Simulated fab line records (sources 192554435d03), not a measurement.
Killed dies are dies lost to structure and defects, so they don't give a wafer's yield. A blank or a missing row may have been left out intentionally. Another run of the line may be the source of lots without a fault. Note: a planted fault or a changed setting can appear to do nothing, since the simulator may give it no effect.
fab line records    flow n5_finfet    part 2 of 2: steps 18 to 26 of 26
record lots=5  wafers=15  last_day=19
route steps=1938 shown BEOL_M9@1412
lots that met no fault: from a run of the same line without faults
start_h: hours from the record's opening day to when the first of the lot's shown wafers began    wait_h: how many hours have passed since the lot's step before this one    " identical to the entry in the row above    L1.1+2: one row covering several wafers at once    - either no value or no given start    * or withheld: withheld    < > ~ a bound
route shown NAME@n: NAME is a module with steps in the file, n the number in the route of the first one    usual: mean/standard deviation taken from wafers without a fault    same: alike in all rows    chamber/n: place in a boat    sites: per-site readings    _std_site: standard deviation of those values    _edge_site: the outer-site mean with the inner-site mean subtracted    radius_mm: for every site, how far away it sits from the centre of the wafer    mask NAME#n: copy n    behind: the last tool/chamber to shape the wafer    hold: what put the lot on hold/how long, in hours/how the hold closed    device: transistor that didn't switch, given as n, p or np    end of line: the same wafers' tests at the end of the route    where a step has no rows: the recipe by itself    killed: dies lost to structure and defects at the first sort, not the wafer's yield    map: per-die view of a wafer (x killed, . not killed, _ where there is no die)
set.NAME: setting as actually run; set.NAME@STEP: the setting as run at that earlier step    model.NAME: the simulator's own value behind a step, which no gauge read
a table for each step, a row for each wafer; lots at some steps of the route
services: a tool's chamber out of use, with start hour (start_h, from the record's first day; less than 0 if before it), hours out, and reason
## steps
# step N5_BEOL_M9_EBR_24
# recipe solvent=PGMEA  ebr_width_mm=1.5
# usual exhaust_pa=44.9/0.87  resist_line_temp_C=22.99/0.1
lot.wafer  tool            chamber  start_h  wait_h  exhaust_pa  resist_line_temp_C
L077.1     litho_track-01  0        -        -       45.4        23.10
L077.4     "               0        "        "       46.3        23.05
L077.5     "               0        "        "       45.5        22.89
L078.1     litho_track-01  0        -        -       45.5        23.00
L078.3     "               0        "        "       43.4        23.14
L078.4     "               0        "        "       43.9        23.13
L081.2     litho_track-01  0        -        -       44.9        22.94
L081.4     "               0        "        "       44.9        23.05
L081.5     "               0        "        "       45.6        22.94
L084.3     litho_track-05  0        -        -       44.8        22.85
L084.4     "               0        "        "       44.5        22.95
L084.6     "               0        "        "       45.8        22.98
L097.1     litho_track-03  0        -        -       44.4        22.94
L097.3     "               0        "        "       44.8        22.86
L097.5     "               0        "        "       45.3        22.95
# step N5_BEOL_M9_SOFTBAKE_23
# recipe temp_c=110  time_s=60  resist=CAR-EUV
# usual exhaust_pa=44.9/0.72  resist_line_temp_C=23.02/0.1
lot.wafer  tool            chamber  start_h  wait_h  exhaust_pa  resist_line_temp_C
L077.1     litho_track-01  0        -        -       45.0        23.03
L077.4     "               0        "        "       45.8        23.05
L077.5     "               0        "        "       45.2        23.08
L078.1     litho_track-01  0        -        -       44.7        23.01
L078.3     "               0        "        "       45.5        23.01
L078.4     "               0        "        "       45.6        23.03
L081.2     litho_track-01  0        -        -       45.9        22.96
L081.4     "               0        "        "       44.6        22.99
L081.5     "               0        "        "       46.2        22.92
L084.3     litho_track-05  0        -        -       42.9        22.95
L084.4     "               0        "        "       43.5        22.92
L084.6     "               0        "        "       43.4        22.99
L097.1     litho_track-03  0        -        -       45.2        22.95
L097.3     "               0        "        "       45.9        22.86
L097.5     "               0        "        "       43.8        23.03
# step N5_BEOL_M9_EXPOSE_25
# recipe mask_id=V8  na=0.33  source_shape=annular  sigma_inner=0.4  sigma_outer=0.8  polarization=unpolarized  dose_mj=37.25
lot.wafer   tool            chamber  start_h  wait_h  mask
L077.1+4+5  euv_scanner-01  0        255.67   -       V8#0
L078.1+3+4  euv_scanner-01  0        265.17   -       V8#0
L081.2+4+5  euv_scanner-01  0        292.23   -       V8#0
L084.3+4+6  euv_scanner-02  0        295.33   -       V8#0
L097.1+3+5  euv_scanner-02  0        385.74   -       V8#0
# step N5_BEOL_M9_PEB_26
# recipe peb_temp_c=100  peb_time_s=60  resist=CAR-EUV
# usual exhaust_pa=44.8/0.87  resist_line_temp_C=23.00/0.092
lot.wafer  tool            chamber  start_h  wait_h  exhaust_pa  resist_line_temp_C
L077.1     litho_track-05  0        255.73   0.1     45.0        23.04
L077.4     "               0        "        "       44.0        22.89
L077.5     "               0        "        "       45.3        22.92
L078.1     litho_track-05  0        265.24   0.1     44.1        22.98
L078.3     "               0        "        "       45.3        23.04
L078.4     "               0        "        "       45.9        22.80
L081.2     litho_track-03  0        292.28   0.0     44.0        23.12
L081.4     "               0        "        "       45.7        23.19
L081.5     "               0        "        "       44.3        23.14
L084.3     litho_track-05  0        295.38   0.0     45.3        23.14
L084.4     "               0        "        "       44.8        23.07
L084.6     "               0        "        "       44.6        22.98
L097.1     litho_track-03  0        385.80   0.1     45.5        23.06
L097.3     "               0        "        "       45.4        23.11
L097.5     "               0        "        "       44.3        23.04
# step N5_BEOL_M9_DEVELOP_27
# recipe develop_time_s=30  developer=TMAH  resist=CAR-EUV  rinse_liquid=surfactant_rinse  dry=air_spin  dev_temp_c=23
# usual exhaust_pa=45.3/1  resist_line_temp_C=23.01/0.1
lot.wafer  tool            chamber  start_h  wait_h  exhaust_pa  resist_line_temp_C
L077.1     litho_track-05  0        -        -       45.4        23.19
L077.4     "               0        "        "       45.8        22.95
L077.5     "               0        "        "       44.8        23.12
L078.1     litho_track-05  0        -        -       44.1        22.92
L078.3     "               0        "        "       47.3        22.98
L078.4     "               0        "        "       45.3        22.85
L081.2     litho_track-03  0        -        -       45.2        23.04
L081.4     "               0        "        "       44.6        23.12
L081.5     "               0        "        "       43.9        23.11
L084.3     litho_track-05  0        -        -       45.7        23.18
L084.4     "               0        "        "       47.4        23.15
L084.6     "               0        "        "       46.0        23.28
L097.1     litho_track-03  0        -        -       43.8        23.03
L097.3     "               0        "        "       43.4        23.10
L097.5     "               0        "        "       45.1        23.00
# step N5_BEOL_M9_CD_MEAS_28
# recipe target_cd_nm=70  landing_energy_ev=500  detector=se_inlens  polarity=opening
# usual cd_nm=70.00/0.26
lot.wafer  tool       chamber  start_h  wait_h  cd_nm
L077.1     cd_sem-01  0        255.80   -       70.13
L077.4     "          0        "        "       70.13
L077.5     "          0        "        "       70.21
L078.1     cd_sem-01  0        265.30   -       70.15
L078.3     "          0        "        "       70.12
L078.4     "          0        "        "       70.48
L081.2     cd_sem-03  0        292.35   -       69.85
L081.4     "          0        "        "       69.90
L081.5     "          0        "        "       70.11
L084.3     cd_sem-01  0        295.45   -       70.23
L084.4     "          0        "        "       69.68
L084.6     "          0        "        "       69.63
L097.1     cd_sem-01  0        385.87   -       70.61
L097.3     "          0        "        "       70.43
L097.5     "          0        "        "       70.33
# step N5_BEOL_M9_OVL_MEAS_29
# recipe points_per_wafer=522
# usual V8_OVL=-0.1/0.82
lot.wafer  tool        chamber  start_h  wait_h  V8_OVL[nm]
L077.1     overlay-02  0        255.83   0.0     0.4
L077.4     "           0        "        "       0.4
L077.5     "           0        "        "       1.0
L078.1     overlay-01  0        265.33   0.0     -0.7
L078.3     "           0        "        "       -0.3
L078.4     "           0        "        "       -0.8
L081.2     overlay-02  0        292.38   0.0     0.7
L081.4     "           0        "        "       1.8
L081.5     "           0        "        "       2.0
L084.3     overlay-02  0        295.49   0.0     -0.2
L084.4     "           0        "        "       0.6
L084.6     "           0        "        "       -0.1
L097.1     overlay-02  0        385.90   0.0     -0.1
L097.3     "           0        "        "       0.2
L097.5     "           0        "        "       -0.7
# step N5_BEOL_M9_INSPECT_30
# recipe mode=adi  inspect_instrument=brightfield
# usual raw_defect_count=438/110
lot.wafer  tool               chamber  start_h  wait_h  raw_defect_count
L077.1     defect_inspect-01  -        255.89   0.1     391
L077.4     "                  -        "        "       335
L077.5     "                  -        "        "       313
L078.1     defect_inspect-01  -        265.39   0.1     417
L078.3     "                  -        "        "       395
L078.4     "                  -        "        "       432
L081.2     defect_inspect-01  -        292.44   0.0     540
L081.4     "                  -        "        "       525
L081.5     "                  -        "        "       595
L084.3     defect_inspect-02  -        295.54   0.0     351
L084.4     "                  -        "        "       351
L084.6     "                  -        "        "       429
L097.1     defect_inspect-01  -        385.96   0.1     449
L097.3     "                  -        "        "       406
L097.5     "                  -        "        "       417
# step N5_BEOL_M9_DESCUM_33
# recipe chemistry=O2  time_s=7  source_power_w=50  bias_power_w=20  pressure_mtorr=20  rf_frequency_hz=2.712e+07  temp_c=40  resist=CAR-EUV  o2_flow_sccm=225
# usual drypump_motor_current_A=5.55/0.28  oes_product_au=0.78/0.089  rf_fwd_power_W=49.41/0.19  rf_vpp_V=242.9/1.5  showerhead_plenum_p_Torr=2.08/0.078  throttle_valve_pct=20.38/0.27
lot.wafer  tool         chamber  start_h  wait_h  drypump_motor_current_A  oes_product_au  rf_fwd_power_W  rf_hours_counter_h  rf_vpp_V  showerhead_plenum_p_Torr  throttle_valve_pct
L077.1     rie_diel-03  0        256.44   0.5     5.56                     0.71            49.31           225                 243.2     2.07                      20.31
L077.4     "            1        "        "       5.20                     0.75            49.45           159                 239.5     1.92                      20.16
L077.5     "            3        "        "       5.70                     0.69            49.38           -                   241.6     2.07                      20.75
L078.1     rie_diel-06  1        265.43   0.0     5.95                     0.87            49.25           54                  244.1     2.12                      20.16
L078.3     "            2        "        "       5.94                     0.77            49.22           127                 244.3     2.19                      20.18
L078.4     "            0        "        "       5.45                     0.85            49.44           77                  242.0     2.13                      20.16
L081.2     rie_diel-01  2        292.88   0.4     5.68                     0.69            49.69           247                 242.7     2.06                      20.64
L081.4     "            2        "        "       5.67                     0.70            49.74           -                   242.6     2.06                      20.64
L081.5     "            3        "        "       5.66                     0.74            49.51           -                   241.7     2.00                      20.12
L084.3     rie_diel-03  1        295.57   0.0     5.24                     0.75            49.42           171                 241.8     1.91                      20.18
L084.4     "            0        "        "       5.54                     0.70            49.24           237                 242.1     2.06                      20.33
L084.6     "            3        "        "       5.69                     0.98            49.51           -                   243.6     2.06                      20.39
L097.1     rie_diel-06  0        386.11   0.2     5.46                     0.81            49.36           116                 243.5     2.11                      20.21
L097.3     "            3        "        "       5.05                     0.93            49.15           14                  246.9     2.23                      20.14
L097.5     "            1        "        "       5.99                     0.82            49.41           -                   244.2     2.11                      20.21
## services
tool            chamber  start_h  hours  kind
euv_scanner-02  -        228.92   1.0    pm
euv_scanner-01  -        232.30   1.0    pm
rie_metal-02    -        234.38   1.4    pm
rie_diel-03     2        241.27   5.7    repair
rie_metal-02    -        244.44   0.4    repair
rie_diel-03     3        244.60   9.1    repair
euv_scanner-02  -        256.19   0.9    repair
rie_diel-06     2        269.26   3.9    repair
rie_diel-01     0        275.92   17.7   repair
euv_scanner-02  -        283.36   1.0    pm
euv_scanner-01  -        288.45   1.0    pm
euv_scanner-01  -        309.81   1.4    repair
euv_scanner-02  -        318.96   4.6    pm
rie_metal-02    0        332.36   2.5    repair
euv_scanner-02  -        339.51   1.0    pm
rie_diel-03     -        339.99   0.7    repair
euv_scanner-01  -        344.64   1.0    pm
euv_scanner-01  -        345.97   0.1    repair
rie_diel-06     0        356.11   2.4    repair
rie_diel-01     0        358.70   5.0    repair
rie_diel-03     0        364.52   16.1   repair
rie_diel-01     0        367.00   3.0    repair
euv_scanner-02  -        369.79   1.4    repair
rie_diel-06     2        374.77   20.6   repair
